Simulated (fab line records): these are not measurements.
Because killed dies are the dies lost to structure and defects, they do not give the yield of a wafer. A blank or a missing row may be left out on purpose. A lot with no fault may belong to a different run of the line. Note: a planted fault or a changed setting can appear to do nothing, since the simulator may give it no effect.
Which tool did it? + flow nand-harc + 24 lots, 72 wafers sampled, at 6 steps of a route of 1302

WHAT THE GAUGES READ, wafer by wafer
No reading from a measuring or inspecting step in the record can be judged against a usual standard deviation.

WHAT TOOL EACH LOT RAN ON (gives the tool, then ch and the chambers of the sampled wafers, and finally the start)
| lot  | NHARC_P_GATE_RTA_64              | NHARC_P_CONTACT_DEGAS_38     | NHARC_P_M1_ETCH_35                 | NHARC_P_M1_STRIP_18                | NHARC_P_M1_ETCH_28                            | NHARC_P_M1_DEGAS_29          |
|------|----------------------------------|------------------------------|------------------------------------|------------------------------------|-----------------------------------------------|------------------------------|
| L074 | rtp-anneal-02 ch 0, day 5 14:55  | pvd-sputter-02, day 5 20:12  | rie-diel-03 ch 1,2, day 6 02:55    | rie-diel-12 ch 1,2, day 6 03:12    | rie-diel-12 ch 2,3, day 6 03:55 or earlier    | pvd-sputter-03, day 6 03:55  |
| L075 | rtp-anneal-02 ch 0, day 6 04:37  | pvd-sputter-03, day 6 09:16  | rie-diel-03 ch 0,1,3, day 6 16:05  | rie-diel-12 ch 0,1,3, day 6 16:23  | rie-diel-12 ch 0,1,3, day 6 17:01 or earlier  | pvd-sputter-02, day 6 17:01  |
| L076 | rtp-anneal-01 ch 0, day 6 09:44  | pvd-sputter-03, day 6 14:15  | rie-diel-12 ch 2,3, day 6 21:08    | rie-diel-12 ch 1,2,3, day 6 21:29  | rie-diel-12 ch 0,1, day 6 22:05 or earlier    | pvd-sputter-03, day 6 22:05  |
| L077 | rtp-anneal-02 ch 0, day 6 19:42  | pvd-sputter-03, day 7 00:23  | rie-diel-03 ch 1,3, day 7 07:56    | rie-diel-12 ch 1,2,3, day 7 08:25  | rie-diel-12 ch 0,1,2, day 7 09:02 or earlier  | pvd-sputter-03, day 7 09:02  |
| L082 | rtp-anneal-02 ch 0, day 9 22:00  | pvd-sputter-02, day 10 02:37 | rie-diel-03 ch 1,2,3, day 10 09:21 | rie-diel-03 ch 0,2, day 10 09:38   | rie-diel-03 ch 1,3, day 10 10:17 or earlier   | pvd-sputter-03, day 10 10:17 |
| L081 | rtp-anneal-01 ch 0, day 9 22:46  | pvd-sputter-03, day 10 03:36 | rie-diel-06 ch 1,2, day 10 10:10   | rie-diel-03 ch 1,2, day 10 10:29   | rie-diel-03 ch 0,1,2, day 10 11:07 or earlier | pvd-sputter-02, day 10 11:07 |
| L078 | rtp-anneal-02 ch 0, day 9 23:19  | pvd-sputter-01, day 10 03:59 | rie-diel-06 ch 0,1,2, day 10 10:41 | rie-diel-12 ch 0,2, day 10 10:59   | rie-diel-12 ch 0,2,3, day 10 11:38 or earlier | pvd-sputter-03, day 10 11:38 |
| L083 | rtp-anneal-02 ch 0, day 10 04:50 | pvd-sputter-03, day 10 09:44 | rie-diel-12 ch 1,2,3, day 10 16:19 | rie-diel-06 ch 0,2,3, day 10 16:37 | rie-diel-06 ch 0,1,2, day 10 17:16 or earlier | pvd-sputter-02, day 10 17:16 |
| L080 | rtp-anneal-02 ch 0, day 10 05:48 | pvd-sputter-02, day 10 10:54 | rie-diel-12 ch 2,3, day 10 18:19   | rie-diel-12 ch 0,2,3, day 10 18:39 | rie-diel-12 ch 0,1,3, day 10 19:17 or earlier | pvd-sputter-03, day 10 19:17 |
| L084 | rtp-anneal-02 ch 0, day 10 06:00 | pvd-sputter-03, day 10 10:58 | rie-diel-03 ch 1,2, day 10 18:09   | rie-diel-03 ch 1,2, day 10 18:26   | rie-diel-03 ch 0,2,3, day 10 19:07 or earlier | pvd-sputter-03, day 10 19:07 |
| L079 | rtp-anneal-01 ch 0, day 10 11:22 | pvd-sputter-03, day 10 16:14 | rie-diel-12 ch 1,2,3, day 10 23:15 | rie-diel-06 ch 0,1,3, day 10 23:36 | rie-diel-06 ch 0,1,2, day 11 00:12 or earlier | pvd-sputter-03, day 11 00:12 |
| L085 | rtp-anneal-02 ch 0, day 10 14:13 | pvd-sputter-02, day 10 18:57 | rie-diel-12 ch 0,3, day 11 01:44   | rie-diel-12 ch 0,1,2, day 11 02:02 | rie-diel-12 ch 0,1, day 11 02:40 or earlier   | pvd-sputter-02, day 11 02:40 |
| L086 | rtp-anneal-02 ch 0, day 10 17:47 | pvd-sputter-03, day 10 22:25 | rie-diel-12 ch 1,2,3, day 11 05:04 | rie-diel-03 ch 0,2,3, day 11 05:22 | rie-diel-03 ch 1,2,3, day 11 06:00 or earlier | pvd-sputter-03, day 11 06:00 |
| L087 | rtp-anneal-01 ch 0, day 11 15:49 | pvd-sputter-01, day 11 20:22 | rie-diel-12 ch 2,3, day 12 03:02   | rie-diel-03 ch 2,3, day 12 03:22   | rie-diel-03 ch 1,3, day 12 03:58 or earlier   | pvd-sputter-03, day 12 03:58 |
| L088 | rtp-anneal-02 ch 0, day 11 17:26 | pvd-sputter-03, day 11 21:54 | rie-diel-12 ch 0,1, day 12 04:37   | rie-diel-03 ch 1,3, day 12 04:55   | rie-diel-03 ch 0,1,2, day 12 05:32 or earlier | pvd-sputter-01, day 12 05:32 |
| L089 | rtp-anneal-01 ch 0, day 11 20:28 | pvd-sputter-01, day 12 01:04 | rie-diel-03 ch 2,3, day 12 07:52   | rie-diel-03 ch 1,2,3, day 12 08:13 | rie-diel-03 ch 2,3, day 12 08:50 or earlier   | pvd-sputter-03, day 12 08:50 |
| L090 | rtp-anneal-02 ch 0, day 12 09:02 | pvd-sputter-02, day 12 13:41 | rie-diel-12 ch 2,3, day 12 20:16   | rie-diel-06 ch 0,2,3, day 12 20:37 | rie-diel-06 ch 0,1, day 12 21:14 or earlier   | pvd-sputter-01, day 12 21:14 |
| L091 | rtp-anneal-01 ch 0, day 12 15:47 | pvd-sputter-01, day 12 20:30 | rie-diel-03 ch 1,2, day 13 03:08   | rie-diel-03 ch 1,2, day 13 03:26   | rie-diel-03 ch 0,1,2, day 13 04:04 or earlier | pvd-sputter-03, day 13 04:04 |
| L092 | rtp-anneal-01 ch 0, day 13 10:15 | pvd-sputter-02, day 13 14:46 | rie-diel-03 ch 0,2,3, day 13 21:22 | rie-diel-03 ch 0,2,3, day 13 21:44 | rie-diel-03 ch 0,1, day 13 22:19 or earlier   | pvd-sputter-01, day 13 22:19 |
| L093 | rtp-anneal-01 ch 0, day 13 12:13 | pvd-sputter-03, day 13 16:54 | rie-diel-03 ch 0,2,3, day 13 23:34 | rie-diel-12 ch 0,3, day 13 23:51   | rie-diel-12 ch 0,2,3, day 14 00:29 or earlier | pvd-sputter-01, day 14 00:29 |
| L094 | rtp-anneal-01 ch 0, day 13 23:25 | pvd-sputter-01, day 14 04:01 | rie-diel-12 ch 0,1,2, day 14 10:38 | rie-diel-03 ch 0,1,2, day 14 10:56 | rie-diel-03 ch 0,1,2, day 14 11:37 or earlier | pvd-sputter-02, day 14 11:37 |
| L095 | rtp-anneal-01 ch 0, day 14 19:22 | pvd-sputter-03, day 15 00:04 | rie-diel-12 ch 0,1, day 15 07:18   | rie-diel-03 ch 0,1,2, day 15 07:36 | rie-diel-03 ch 1,2, day 15 08:16 or earlier   | pvd-sputter-03, day 15 08:16 |
| L096 | rtp-anneal-02 ch 0, day 15 01:43 | pvd-sputter-03, day 15 06:19 | rie-diel-03 ch 0,1, day 15 13:13   | rie-diel-12 ch 0,3, day 15 13:31   | rie-diel-12 ch 0,3, day 15 14:10 or earlier   | pvd-sputter-01, day 15 14:10 |
| L097 | rtp-anneal-02 ch 0, day 15 06:44 | pvd-sputter-03, day 15 11:26 | rie-diel-12 ch 0,1,3, day 15 17:59 | rie-diel-03 ch 0,1, day 15 18:16   | rie-diel-03 ch 0,2,3, day 15 18:55 or earlier | pvd-sputter-01, day 15 18:55 |
- NHARC_P_GATE_RTA_64: time 1 s.
- NHARC_P_CONTACT_DEGAS_38: time 60 s.
- NHARC_P_M1_ETCH_35: etches the open film in N2/H2, target depth 40 nm, overetch 12 nm, time 43.94 s.
- NHARC_P_M1_STRIP_18: strips in N2/H2.
- NHARC_P_M1_ETCH_28: etches the open film in CF4/N2, target depth 30 nm, time 72.99 s.
- NHARC_P_M1_DEGAS_29: time 60 s.

WHAT THE TOOLS THEMSELVES READ (means of the sampled wafers that have a number; where no wafer has one, the mark that the record gives instead)
NHARC_P_GATE_RTA_64. Usual: lamp-power-pct 32.3 %, standard deviation 0.59; wafer_temp_C_max 1054.9, standard deviation 1.
| lot  | tool          | lamp-power-pct (%) | wafer_temp_C_max | flag |
|------|---------------|--------------------|------------------|------|
| L074 | rtp-anneal-02 | 31.9               | 1054.9           |      |
| L075 | rtp-anneal-02 | 31.8               | 1054.8           |      |
| L076 | rtp-anneal-01 | 33.1               | 1054.1           |      |
| L077 | rtp-anneal-02 | 31.8               | 1055.2           |      |
| L082 | rtp-anneal-02 | 31.8               | 1055.1           |      |
| L081 | rtp-anneal-01 | 33.0               | 1055.1           |      |
| L078 | rtp-anneal-02 | 31.9               | 1055.6           |      |
| L083 | rtp-anneal-02 | 31.9               | 1055.0           |      |
| L080 | rtp-anneal-02 | 31.8               | 1055.5           |      |
| L084 | rtp-anneal-02 | 31.9               | 1055.2           |      |
| L079 | rtp-anneal-01 | 33.0               | 1055.2           |      |
| L085 | rtp-anneal-02 | 31.9               | 1055.2           |      |
| L086 | rtp-anneal-02 | 31.9               | 1055.2           |      |
| L087 | rtp-anneal-01 | 33.0               | 1054.6           |      |
| L088 | rtp-anneal-02 | 31.8               | 1055.0           |      |
| L089 | rtp-anneal-01 | 33.0               | 1054.6           |      |
| L090 | rtp-anneal-02 | 31.9               | 1054.6           |      |
| L091 | rtp-anneal-01 | 33.0               | 1054.9           |      |
| L092 | rtp-anneal-01 | 33.0               | 1054.6           |      |
| L093 | rtp-anneal-01 | 33.1               | 1054.2           |      |
| L094 | rtp-anneal-01 | 33.0               | 1053.9           |      |
| L095 | rtp-anneal-01 | 33.1               | 1054.3           |      |
| L096 | rtp-anneal-02 | 31.8               | 1054.9           |      |
| L097 | rtp-anneal-02 | 31.9               | 1056.2           |      |

NHARC_P_CONTACT_DEGAS_38. Usual: heater-power-w reads 489 W (standard deviation 37).
| lot  | tool           | heater-power-w (W) | flag |
|------|----------------|--------------------|------|
| L074 | pvd-sputter-02 | 452                |      |
| L075 | pvd-sputter-03 | 511                |      |
| L076 | pvd-sputter-03 | 514                |      |
| L077 | pvd-sputter-03 | 484                |      |
| L082 | pvd-sputter-02 | 465                |      |
| L081 | pvd-sputter-03 | 476                |      |
| L078 | pvd-sputter-01 | 495                |      |
| L083 | pvd-sputter-03 | 507                |      |
| L080 | pvd-sputter-02 | 459                |      |
| L084 | pvd-sputter-03 | 511                |      |
| L079 | pvd-sputter-03 | 491                |      |
| L085 | pvd-sputter-02 | 461                |      |
| L086 | pvd-sputter-03 | 494                |      |
| L087 | pvd-sputter-01 | 494                |      |
| L088 | pvd-sputter-03 | 486                |      |
| L089 | pvd-sputter-01 | 481                |      |
| L090 | pvd-sputter-02 | 468                |      |
| L091 | pvd-sputter-01 | 493                |      |
| L092 | pvd-sputter-02 | 458                |      |
| L093 | pvd-sputter-03 | 506                |      |
| L094 | pvd-sputter-01 | 481                |      |
| L095 | pvd-sputter-03 | 482                |      |
| L096 | pvd-sputter-03 | 487                |      |
| L097 | pvd-sputter-03 | 515                |      |

NHARC_P_M1_ETCH_35. Usual: bias-w 150.0 W, standard deviation 0.42; drypump-motor-current-A 5.8 A, standard deviation 0.46; oes-product-au 0.995 a.u., standard deviation 0.0086; rf-vpp-V 430.1 V, standard deviation 2.2; showerhead-plenum-p-Torr 2.03 Torr, standard deviation 0.076; throttle-valve-pct 14.171 %, standard deviation 0.009.
| lot  | tool        | bias-w (W) | drypump-motor-current-A (A) | oes-product-au (a.u.) | rf-vpp-V (V) | showerhead-plenum-p-Torr (Torr) | throttle-valve-pct (%) | flag |
|------|-------------|------------|-----------------------------|-----------------------|--------------|---------------------------------|------------------------|------|
| L074 | rie-diel-03 | 150.0      | 5.7                         | 0.994                 | 432.0        | 2.08                            | 14.165                 |      |
| L075 | rie-diel-03 | 150.2      | 5.9                         | 0.998                 | 430.0        | 2.01                            | 14.162                 |      |
| L076 | rie-diel-12 | 149.8      | 5.7                         | 1.000                 | 428.3        | 1.99                            | 14.165                 |      |
| L077 | rie-diel-03 | 149.8      | 5.6                         | 0.994                 | 430.1        | 2.03                            | 14.167                 |      |
| L082 | rie-diel-03 | 149.9      | 5.5                         | 0.991                 | 431.6        | 2.08                            | 14.178                 |      |
| L081 | rie-diel-06 | 150.0      | 6.0                         | 0.996                 | 429.1        | 1.99                            | 14.175                 |      |
| L078 | rie-diel-06 | 150.0      | 6.3                         | 0.999                 | 429.6        | 2.00                            | 14.170                 |      |
| L083 | rie-diel-12 | 149.6      | 5.6                         | 0.991                 | 429.5        | 2.02                            | 14.167                 |      |
| L080 | rie-diel-12 | 150.5      | 5.5                         | 0.991                 | 430.9        | 2.06                            | 14.167                 |      |
| L084 | rie-diel-03 | 150.0      | 5.7                         | 0.996                 | 431.5        | 2.08                            | 14.160                 |      |
| L079 | rie-diel-12 | 149.6      | 5.6                         | 0.988                 | 430.4        | 2.02                            | 14.167                 |      |
| L085 | rie-diel-12 | 149.7      | 6.0                         | 1.000                 | 427.2        | 1.95                            | 14.166                 |      |
| L086 | rie-diel-12 | 149.7      | 5.6                         | 1.000                 | 430.1        | 2.02                            | 14.170                 |      |
| L087 | rie-diel-12 | 150.3      | 5.5                         | 0.992                 | 430.0        | 2.06                            | 14.171                 |      |
| L088 | rie-diel-12 | 150.2      | 6.1                         | 0.992                 | 430.0        | 1.99                            | 14.173                 |      |
| L089 | rie-diel-03 | 149.8      | 5.5                         | 1.000                 | 432.3        | 2.13                            | 14.167                 |      |
| L090 | rie-diel-12 | 149.7      | 5.5                         | 0.997                 | 430.8        | 2.05                            | 14.174                 |      |
| L091 | rie-diel-03 | 150.0      | 5.7                         | 1.002                 | 432.9        | 2.13                            | 14.173                 |      |
| L092 | rie-diel-03 | 150.6      | 5.9                         | 1.002                 | 430.5        | 2.06                            | 14.171                 |      |
| L093 | rie-diel-03 | 150.1      | 5.9                         | 0.994                 | 431.0        | 2.06                            | 14.165                 |      |
| L094 | rie-diel-12 | 150.1      | 5.8                         | 0.996                 | 430.8        | 2.03                            | 14.173                 |      |
| L095 | rie-diel-12 | 150.1      | 6.1                         | 0.999                 | 429.2        | 1.99                            | 14.174                 |      |
| L096 | rie-diel-03 | 150.2      | 6.4                         | 0.993                 | 429.7        | 1.99                            | 14.175                 |      |
| L097 | rie-diel-12 | 149.9      | 6.0                         | 0.998                 | 428.7        | 1.97                            | 14.173                 |      |

NHARC_P_M1_STRIP_18. Usual: drypump-motor-current-A 5.9 A, standard deviation 0.47; oes-product-au 0.996 a.u., standard deviation 0.0094; rf-vpp-V 90.5 V, standard deviation 0.89; showerhead-plenum-p-Torr 2.03 Torr, standard deviation 0.074; throttle-valve-pct 14.172 %, standard deviation 0.01.
| lot  | tool        | drypump-motor-current-A (A) | oes-product-au (a.u.) | rf-vpp-V (V) | showerhead-plenum-p-Torr (Torr) | throttle-valve-pct (%) | flag |
|------|-------------|-----------------------------|-----------------------|--------------|---------------------------------|------------------------|------|
| L074 | rie-diel-12 | 5.4                         | 0.996                 | 90.8         | 2.08                            | 14.174                 |      |
| L075 | rie-diel-12 | 6.0                         | 1.003                 | 89.7         | 1.98                            | 14.177                 |      |
| L076 | rie-diel-12 | 5.6                         | 0.998                 | 90.8         | 2.02                            | 14.167                 |      |
| L077 | rie-diel-12 | 5.7                         | 1.006                 | 91.3         | 2.02                            | 14.175                 |      |
| L082 | rie-diel-03 | 6.3                         | 0.999                 | 89.7         | 2.04                            | 14.170                 |      |
| L081 | rie-diel-03 | 5.7                         | 0.985                 | 90.1         | 2.08                            | 14.173                 |      |
| L078 | rie-diel-12 | 6.0                         | 0.988                 | 90.3         | 2.03                            | 14.182                 |      |
| L083 | rie-diel-06 | 6.1                         | 0.990                 | 89.6         | 1.98                            | 14.169                 |      |
| L080 | rie-diel-12 | 5.8                         | 0.985                 | 90.2         | 2.01                            | 14.164                 |      |
| L084 | rie-diel-03 | 5.7                         | 0.996                 | 90.8         | 2.08                            | 14.174                 |      |
| L079 | rie-diel-06 | 6.1                         | 0.992                 | 90.7         | 2.03                            | 14.171                 |      |
| L085 | rie-diel-12 | 5.7                         | 0.999                 | 91.3         | 2.04                            | 14.170                 |      |
| L086 | rie-diel-03 | 5.9                         | 0.990                 | 90.6         | 2.06                            | 14.176                 |      |
| L087 | rie-diel-03 | 5.5                         | 0.999                 | 91.1         | 2.13                            | 14.172                 |      |
| L088 | rie-diel-03 | 5.6                         | 0.993                 | 90.1         | 2.03                            | 14.165                 |      |
| L089 | rie-diel-03 | 5.6                         | 0.993                 | 91.4         | 2.08                            | 14.167                 |      |
| L090 | rie-diel-06 | 6.0                         | 1.002                 | 90.4         | 1.98                            | 14.171                 |      |
| L091 | rie-diel-03 | 5.7                         | 0.997                 | 90.7         | 2.08                            | 14.175                 |      |
| L092 | rie-diel-03 | 5.9                         | 0.990                 | 91.9         | 2.06                            | 14.182                 |      |
| L093 | rie-diel-12 | 6.0                         | 0.994                 | 89.8         | 1.94                            | 14.178                 |      |
| L094 | rie-diel-03 | 6.0                         | 0.997                 | 90.9         | 2.06                            | 14.166                 |      |
| L095 | rie-diel-03 | 6.0                         | 1.000                 | 90.2         | 2.06                            | 14.172                 |      |
| L096 | rie-diel-12 | 6.1                         | 0.993                 | 90.6         | 1.94                            | 14.179                 |      |
| L097 | rie-diel-03 | 6.1                         | 0.994                 | 90.9         | 2.00                            | 14.174                 |      |

NHARC_P_M1_ETCH_28. Usual: bias-w 100.0 W, standard deviation 0.3; drypump-motor-current-A 5.9 A, standard deviation 0.49; oes-product-au 0.996 a.u., standard deviation 0.0088; rf-vpp-V 313.9 V, standard deviation 1.8; showerhead-plenum-p-Torr 2.61 Torr, standard deviation 0.086; throttle-valve-pct 19.793 %, standard deviation 0.008.
| lot  | tool        | bias-w (W) | drypump-motor-current-A (A) | oes-product-au (a.u.) | rf-vpp-V (V) | showerhead-plenum-p-Torr (Torr) | throttle-valve-pct (%) | flag |
|------|-------------|------------|-----------------------------|-----------------------|--------------|---------------------------------|------------------------|------|
| L074 | rie-diel-12 | 100.1      | 5.7                         | 0.999                 | 312.7        | 2.57                            | 19.792                 |      |
| L075 | rie-diel-12 | 100.0      | 6.0                         | 1.003                 | 313.0        | 2.55                            | 19.798                 |      |
| L076 | rie-diel-12 | 99.7       | 5.9                         | 1.008                 | 312.7        | 2.58                            | 19.796                 |      |
| L077 | rie-diel-12 | 100.0      | 5.8                         | 0.997                 | 314.6        | 2.62                            | 19.795                 |      |
| L082 | rie-diel-03 | 100.1      | 5.6                         | 0.989                 | 313.7        | 2.61                            | 19.788                 |      |
| L081 | rie-diel-03 | 100.0      | 6.0                         | 0.992                 | 313.0        | 2.65                            | 19.799                 |      |
| L078 | rie-diel-12 | 100.2      | 5.9                         | 0.992                 | 314.0        | 2.59                            | 19.787                 |      |
| L083 | rie-diel-06 | 99.9       | 6.3                         | 1.002                 | 313.2        | 2.58                            | 19.791                 |      |
| L080 | rie-diel-12 | 100.2      | 6.0                         | 0.999                 | 312.1        | 2.55                            | 19.787                 |      |
| L084 | rie-diel-03 | 99.9       | 5.9                         | 1.008                 | 314.4        | 2.65                            | 19.786                 |      |
| L079 | rie-diel-06 | 99.9       | 6.3                         | 0.998                 | 313.0        | 2.58                            | 19.789                 |      |
| L085 | rie-diel-12 | 100.3      | 6.1                         | 0.995                 | 313.4        | 2.57                            | 19.794                 |      |
| L086 | rie-diel-03 | 100.2      | 5.5                         | 0.989                 | 315.4        | 2.67                            | 19.791                 |      |
| L087 | rie-diel-03 | 100.2      | 5.6                         | 0.988                 | 313.9        | 2.61                            | 19.804                 |      |
| L088 | rie-diel-03 | 100.1      | 6.0                         | 0.991                 | 314.2        | 2.65                            | 19.801                 |      |
| L089 | rie-diel-03 | 100.0      | 5.4                         | 0.992                 | 315.6        | 2.68                            | 19.788                 |      |
| L090 | rie-diel-06 | 100.2      | 6.3                         | 0.998                 | 314.0        | 2.63                            | 19.798                 |      |
| L091 | rie-diel-03 | 100.1      | 6.0                         | 1.003                 | 314.9        | 2.65                            | 19.797                 |      |
| L092 | rie-diel-03 | 99.8       | 6.0                         | 0.990                 | 314.1        | 2.59                            | 19.803                 |      |
| L093 | rie-diel-12 | 99.9       | 5.8                         | 0.996                 | 313.5        | 2.59                            | 19.786                 |      |
| L094 | rie-diel-03 | 99.8       | 6.0                         | 0.994                 | 315.0        | 2.65                            | 19.785                 |      |
| L095 | rie-diel-03 | 100.1      | 5.7                         | 0.999                 | 315.6        | 2.67                            | 19.796                 |      |
| L096 | rie-diel-12 | 100.3      | 6.2                         | 0.993                 | 312.8        | 2.54                            | 19.791                 |      |
| L097 | rie-diel-03 | 99.8       | 5.9                         | 0.998                 | 314.7        | 2.65                            | 19.793                 |      |

NHARC_P_M1_DEGAS_29. Usual: heater-power-w reads 351 W (standard deviation 28).
| lot  | tool           | heater-power-w (W) | flag |
|------|----------------|--------------------|------|
| L074 | pvd-sputter-03 | 358                |      |
| L075 | pvd-sputter-02 | 323                |      |
| L076 | pvd-sputter-03 | 363                |      |
| L077 | pvd-sputter-03 | 365                |      |
| L082 | pvd-sputter-03 | 366                |      |
| L081 | pvd-sputter-02 | 322                |      |
| L078 | pvd-sputter-03 | 356                |      |
| L083 | pvd-sputter-02 | 324                |      |
| L080 | pvd-sputter-03 | 359                |      |
| L084 | pvd-sputter-03 | 351                |      |
| L079 | pvd-sputter-03 | 355                |      |
| L085 | pvd-sputter-02 | 332                |      |
| L086 | pvd-sputter-03 | 370                |      |
| L087 | pvd-sputter-03 | 377                |      |
| L088 | pvd-sputter-01 | 366                |      |
| L089 | pvd-sputter-03 | 342                |      |
| L090 | pvd-sputter-01 | 331                |      |
| L091 | pvd-sputter-03 | 331                |      |
| L092 | pvd-sputter-01 | 369                |      |
| L093 | pvd-sputter-01 | 344                |      |
| L094 | pvd-sputter-02 | 322                |      |
| L095 | pvd-sputter-03 | 351                |      |
| L096 | pvd-sputter-01 | 381                |      |
| L097 | pvd-sputter-01 | 350                |      |

THE ANSWER, worked out from the rows above alone
Rule: a lot is off if the mean of its wafers that have a number lies more than 3 standard deviations from the usual mean. A lot without any number at a reading at which 4 lots or more have one is off too. All remaining lots with rows at the step are treated as sound. The gauges are gone through in route order, then the tools' own readings, and for those a lot's mean is taken as printed above. The first step at which some lot is off is used, and at that step the reading that is off furthest; a lot without a number counts as furthest.
No lot is off on any of the readings shown, so nothing can be concluded from this.

WHAT THE SIMULATOR HAD INSERTED
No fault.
